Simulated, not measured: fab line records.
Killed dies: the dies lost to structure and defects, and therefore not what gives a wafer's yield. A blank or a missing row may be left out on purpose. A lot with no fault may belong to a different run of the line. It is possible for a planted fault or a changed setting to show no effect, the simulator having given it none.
Matching of chambers -- flow nandHarc -- cmp-03 running NHARC_A_SGD_CUT_CMP_21: 4 sister chambers
The step polishes, target thk 148.19 nm. 4 wafers are shown with their chamber, then 10 later ones without.

EACH WAFER AND ITS CHAMBER
wafer,chamber,motorCurrentA (A)
L088.3,2,12.9
L088.5,0,12.3
L089.1,1,12.7
L089.3,3,13.9

WAFERS MISSING THEIR CHAMBER
wafer,motorCurrentA (A)
L089.6,13.0
L090.1,12.4
L090.2,13.4
L090.6,13.2
L092.2,11.7
L092.4,12.5
L092.5,11.7
L094.3,11.5
L094.4,13.5
L094.5,12.9

THE CHAMBER EACH PASSED THROUGH
wafer,from the rows above,in truth
L089.6,can't be placed: 2 or 1 or 0 or 3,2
L090.1,can't be placed: 0 or 1 or 2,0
L090.2,can't be placed: 2 or 3 or 1 or 0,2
L090.6,can't be placed: 2 or 1 or 3 or 0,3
L092.2,can't be placed: 0 or 1 or 2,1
L092.4,can't be placed: 0 or 1 or 2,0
L092.5,can't be placed: 0 or 1 or 2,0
L094.3,can't be placed: 0 or 1 or 2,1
L094.4,can't be placed: 3 or 2 or 1 or 0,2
L094.5,can't be placed: 2 or 1 or 0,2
0 of 10 placed correctly. These rows do not allow placing 10 (true chamber among the candidates in 10). 0 placed wrongly.
How it was worked out, from the rows above alone: a wafer's distance from a chamber is the root of the sum, over the readings, of the square of ((its reading less the chamber's mean) divided by the reading's scatter). If the next closest chamber is less than 2 further off than the closest, the wafer can't be placed; otherwise it belongs to the closest. The mean given for a chamber averages the wafers shown for that chamber. The scatter: root of mean squared gap, hidden wafer to nearest shown wafer, with one shown wafer a chamber.
